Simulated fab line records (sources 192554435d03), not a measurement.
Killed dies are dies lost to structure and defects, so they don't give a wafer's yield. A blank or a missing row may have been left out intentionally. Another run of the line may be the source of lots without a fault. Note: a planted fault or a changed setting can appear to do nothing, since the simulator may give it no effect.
Matching of chambers | flow n5 finfet | N5_BEOL_M0_SAQP_DESCUM_45 on rie diel-03 has 4 sister chambers
The step chemistry O2, time 7 s. 4 wafers are shown with their chamber, then 8 later ones without.

== WAFERS, EACH WITH ITS CHAMBER ==
wafer  | chamber | showerhead plenum p Torr (Torr)
L077.5 | 2       | 2.13
L080.1 | 1       | 2.00
L080.3 | 0       | 2.19
L084.1 | 3       | 1.99

== WAFERS MISSING THEIR CHAMBER ==
wafer  | showerhead plenum p Torr (Torr)
L084.2 | 2.18
L084.5 | 2.18
L089.1 | 2.12
L089.3 | 1.99
L089.4 | 2.00
L096.2 | 2.17
L096.3 | 1.98
L096.5 | 1.99

== EACH ONE'S CHAMBER ==
wafer  | from the rows above     | in truth
L084.2 | 0                       | 0
L084.5 | 0                       | 0
L089.1 | 2                       | 2
L089.3 | can't be placed: 3 or 1 | 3
L089.4 | can't be placed: 1 or 3 | 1
L096.2 | 0                       | 0
L096.3 | can't be placed: 3 or 1 | 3
L096.5 | can't be placed: 3 or 1 | 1
Correctly placed: 4 of 8. Can't be placed from these rows: 4 (the true chamber is among the candidates in 4). Wrongly placed: 0.
How it was worked out, from the rows above alone: a wafer's distance from a chamber is the root of the sum, over the readings, of the square of ((its reading less the chamber's mean) divided by the reading's scatter). If the next closest chamber is less than 2 further off than the closest, the wafer can't be placed; otherwise it belongs to the closest. Each chamber's mean is taken over the wafers shown for it. The scatter (one wafer shown for each chamber): square how far every hidden wafer sits from the nearest shown wafer, average those squares and take the square root.
